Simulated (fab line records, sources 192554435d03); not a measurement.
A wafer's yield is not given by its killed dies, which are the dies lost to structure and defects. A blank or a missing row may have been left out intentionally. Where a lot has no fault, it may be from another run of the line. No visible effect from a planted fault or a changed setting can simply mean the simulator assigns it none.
The tool behind it: which one? -- flow n5_finfet -- 10 lots, 28 wafers sampled, at 5 steps of a route of 1938

WHAT THE GAUGES SHOWED, per wafer
N5_BEOL_M2_INSPECT_13: inspects for defects (brightfield). Usual: raw_defect_count reads 455 (standard deviation 98).
lot,measured,on,raw_defect_count,flag
L409,day 7 00:13,defect_inspect-01,393 377 463,
L411,day 7 15:20,defect_inspect-01,363 480 486,
L412,day 7 21:10,defect_inspect-01,419 448 403,
L413,day 7 23:09,defect_inspect-01,370 466,
L415,day 8 16:20,defect_inspect-02,437 430 378,
L416,day 8 23:15,defect_inspect-02,708 409 351,
L417,day 9 07:26,defect_inspect-02,350 423 352,
L420,day 9 18:37,defect_inspect-02,427 336,
L419,day 10 02:59,defect_inspect-02,276 542 404,
L423,day 11 05:00,defect_inspect-02,434 535 567,

N5_BEOL_M4_RC_MEAS_101. Usual: DIBL_N 36.0 mV/V, standard deviation 1.6; DIBL_P 35.8 mV/V, standard deviation 2; IOFF_N 0.152 nA/um, standard deviation 0.03; IOFF_P 0.20 nA/um, standard deviation 0.031; ION_N 670 uA/um, standard deviation 12; ION_P 459 uA/um, standard deviation 7.4; SS_N 71.5 mV/dec, standard deviation 0.56; SS_P 73.2 mV/dec, standard deviation 0.64; VT_N 251 mV, standard deviation 3.5; VT_P -252 mV, standard deviation 3.3.
lot,measured,on,DIBL_N (mV/V),DIBL_P (mV/V),IOFF_N (nA/um),IOFF_P (nA/um),ION_N (uA/um),ION_P (uA/um),SS_N (mV/dec),SS_P (mV/dec),VT_N (mV),VT_P (mV),flag
L409,day 9 13:56,prober-02,37.0 35.3 35.9,37.4 34.5 34.9,0.162 0.136 0.135,0.21 0.17 0.18,683 675 659,468 464 451,70.9 71.0 70.8,74.1 72.6 73.1,248 249 252,-250 -253 -255,
L411,day 10 03:13,prober-01,37.4 35.9 37.2,36.7 35.6 37.0,0.151 0.125 0.155,0.20 0.18 0.20,674 656 680,461 455 463,71.8 71.3 72.1,73.6 73.2 73.6,253 255 250,-252 -250 -253,
L412,day 10 22:27,prober-01,33.6 36.9 34.7,34.2 38.5 35.2,0.113 0.172 0.136,0.19 0.26 0.21,644 676 673,456 473 473,71.4 71.7 71.2,72.4 73.6 72.9,255 248 253,-247 -245 -248,
L413,day 10 23:28,prober-02,36.8 34.7,37.0 35.1,0.170 0.134,0.20 0.18,665 667,449 457,71.2 71.4,73.4 73.4,247 253,-253 -252,
L415,day 11 05:56,prober-01,34.2 35.1 36.6,33.1 34.1 36.1,0.111 0.124 0.150,0.15 0.15 0.18,654 647 663,447 441 451,71.0 71.6 72.1,71.8 72.7 73.1,257 255 251,-257 -255 -256,
L416,day 11 07:01,prober-01,33.3 34.2 36.2,33.0 35.2 38.0,0.110 0.129 0.170,0.16 0.19 0.23,659 661 678,457 457 463,71.8 71.1 71.6,72.7 73.3 73.7,253 252 249,-254 -252 -247,
L417,day 11 12:44,prober-02,35.8 35.1 36.3,35.9 35.9 36.2,0.134 0.132 0.141,0.17 0.18 0.17,677 669 662,452 467 451,71.8 71.2 71.6,72.7 72.4 73.2,252 252 253,-258 -256 -258,
L420,day 11 22:16,prober-02,37.8 36.2,39.2 37.3,0.176 0.152,0.22 0.19,676 668,456 456,71.8 71.5,73.7 73.2,249 251,-252 -254,
L419,day 12 17:02,prober-02,34.8 36.3 40.9,32.6 34.5 40.2,0.118 0.143 0.233,0.14 0.17 0.25,665 661 689,452 451 461,71.1 70.6 72.9,72.2 72.8 74.1,250 248 242,-256 -253 -250,
L423,day 13 13:57,prober-01,37.7 34.9 34.7,38.1 35.4 34.2,0.196 0.150 0.131,0.22 0.18 0.16,686 691 664,459 471 449,71.2 71.1 70.7,73.9 72.9 72.5,244 247 250,-251 -252 -255,

TOOL THAT RAN EACH LOT (tool first, then ch and the chambers of the sampled wafers, then the start)
lot,N5_BEOL_M2_VIA_ETCH_34,N5_BEOL_M2_STRIP_36,N5_BEOL_M2_SPUTTER_48
L409,"rie_diel-05 ch 2,3, day 7 17:41","rie_diel-05 ch 2,3, day 7 17:45","pvd_sputter-03, day 7 20:25"
L411,"rie_diel-05 ch 0,2,3, day 8 10:34","rie_diel-05 ch 0,2,3, day 8 10:37","pvd_sputter-02, day 8 12:08"
L412,"rie_diel-05 ch 1,3, day 9 03:21","rie_diel-05 ch 1,3, day 9 03:25","pvd_sputter-01, day 9 05:39"
L413,"rie_diel-06 ch 0,3, day 9 08:34","rie_diel-06 ch 0,3, day 9 08:38","pvd_sputter-03, day 9 10:16"
L415,"rie_diel-02 ch 0,3, day 9 09:46","rie_diel-02 ch 0,3, day 9 09:50","pvd_sputter-03, day 9 12:04"
L416,"rie_diel-02 ch 1,2,3, day 9 11:55","rie_diel-02 ch 1,2,3, day 9 11:59","pvd_sputter-02, day 9 13:24"
L417,"rie_diel-02 ch 0,1, day 10 11:42","rie_diel-02 ch 0,1, day 10 11:46","pvd_sputter-03, day 10 13:38"
L420,"rie_diel-02 ch 1, day 10 08:34","rie_diel-02 ch 1, day 10 08:38","pvd_sputter-01, day 10 10:02"
L419,"rie_diel-05 ch 1,2, day 10 11:44","rie_diel-05 ch 1,2, day 10 11:47","pvd_sputter-01, day 10 13:43"
L423,"rie_diel-05 ch 0,1,3, day 11 12:08","rie_diel-05 ch 0,1,3, day 11 12:11","pvd_sputter-01, day 11 14:09"
- N5_BEOL_M2_VIA_ETCH_34: etches the open film in C4F6/O2, target depth 69.4 nm, time 65.9 s.
- N5_BEOL_M2_STRIP_36: strips in N2/H2.
- N5_BEOL_M2_SPUTTER_48: material Cu, target thk 4.5 nm, time 8.29 s.

WHAT THE TOOLS THEMSELVES READ (means of the sampled wafers that have a number; where no wafer has one, the mark that the record gives instead)
N5_BEOL_M2_VIA_ETCH_34. Usual: drypump_motor_current_A 5.7 A, standard deviation 0.43; oes_product_au 0.77 a.u., standard deviation 0.091; rf_fwd_power_W 347.3 W, standard deviation 1.4; rf_vpp_V 660 V, standard deviation 10; showerhead_plenum_p_Torr 2.85 Torr, standard deviation 0.052; throttle_valve_pct 30.73 %, standard deviation 0.2.
lot,tool,drypump_motor_current_A (A),oes_product_au (a.u.),rf_fwd_power_W (W),rf_vpp_V (V),showerhead_plenum_p_Torr (Torr),throttle_valve_pct (%),flag
L409,rie_diel-05,5.4,0.76,347.0,662,2.85,30.68,
L411,rie_diel-05,5.7,0.76,346.8,662,2.84,30.77,
L412,rie_diel-05,5.4,0.79,345.6,655,2.83,30.73,
L413,rie_diel-06,5.8,0.81,347.1,660,2.84,30.73,
L415,rie_diel-02,5.6,0.77,347.9,658,2.94,30.81,
L416,rie_diel-02,5.7,0.81,348.8,658,2.89,30.61,
L417,rie_diel-02,5.1,0.68,349.1,656,2.87,31.02,
L420,rie_diel-02,5.0,0.69,347.1,659,2.82,30.89,
L419,rie_diel-05,5.5,0.69,348.1,664,2.81,30.74,
L423,rie_diel-05,5.6,0.74,318.1,689,2.83,30.81,OFF

N5_BEOL_M2_STRIP_36. Usual: drypump_motor_current_A 5.7 A, standard deviation 0.43; oes_product_au 0.77 a.u., standard deviation 0.09; rf_vpp_V 59.2 V, standard deviation 1.6; showerhead_plenum_p_Torr 2.55 Torr, standard deviation 0.052; throttle_valve_pct 23.66 %, standard deviation 0.26.
lot,tool,drypump_motor_current_A (A),oes_product_au (a.u.),rf_vpp_V (V),showerhead_plenum_p_Torr (Torr),throttle_valve_pct (%),flag
L409,rie_diel-05,5.4,0.75,58.3,2.55,23.65,
L411,rie_diel-05,5.7,0.77,60.6,2.55,23.74,
L412,rie_diel-05,5.4,0.79,60.2,2.55,23.84,
L413,rie_diel-06,5.8,0.81,58.0,2.54,23.65,
L415,rie_diel-02,5.6,0.78,58.6,2.63,23.63,
L416,rie_diel-02,5.7,0.82,58.4,2.58,23.40,
L417,rie_diel-02,5.1,0.68,58.3,2.56,23.88,
L420,rie_diel-02,5.0,0.69,59.7,2.49,23.66,
L419,rie_diel-05,5.5,0.69,58.0,2.51,23.66,
L423,rie_diel-05,5.6,0.75,59.8,2.54,23.86,

N5_BEOL_M2_SPUTTER_48. Usual: throttle_valve_pct reads 30.1 % (standard deviation 0.95).
lot,tool,throttle_valve_pct (%),flag
L409,pvd_sputter-03,30.3,
L411,pvd_sputter-02,30.1,
L412,pvd_sputter-01,30.2,
L413,pvd_sputter-03,29.8,
L415,pvd_sputter-03,29.7,
L416,pvd_sputter-02,29.8,
L417,pvd_sputter-03,30.7,
L420,pvd_sputter-01,29.7,
L419,pvd_sputter-01,30.2,
L423,pvd_sputter-01,30.0,

THE ANSWER, worked out from the rows above alone
Rule: a lot counts as off when the mean over its wafers that have a number is more than 3 standard deviations away from the usual mean. A lot without any number at a reading at which 4 lots or more have one is off too. Where the step has rows for the other lots, those lots are counted as sound. First the gauges in route order, then the tools' own readings, where a lot's mean is used as printed above. At the first step where some lot is off, the reading lying furthest off is the one used; lots without a number count as furthest.
Off at N5_BEOL_M2_VIA_ETCH_34 (rf_fwd_power_W): L423.
If a tool, at that step or one of the process steps before it, ran each lot that is off and ran no sound lot following the first of them, it fits. One fits: rie_diel-05 at N5_BEOL_M2_VIA_ETCH_34. A fault onset in the window from L419 (day 10 11:44, its last sound lot) to L423 (day 11 12:08, its first lot off) fits.
The tool's own readings at N5_BEOL_M2_VIA_ETCH_34 bear it out: on the lots that are off they differ by more than 5 times the standard deviation of the sound lots' means. rf_fwd_power_W reads 318.1 W there against 347.5 W on the sound lots; rf_vpp_V reads 689 V there against 659 V on the sound lots.

WHAT WAS PUT IN BY THE SIMULATOR
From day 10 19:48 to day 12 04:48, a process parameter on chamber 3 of rie_diel-05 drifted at N5_BEOL_M2_VIA_ETCH_34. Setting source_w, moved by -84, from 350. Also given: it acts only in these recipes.
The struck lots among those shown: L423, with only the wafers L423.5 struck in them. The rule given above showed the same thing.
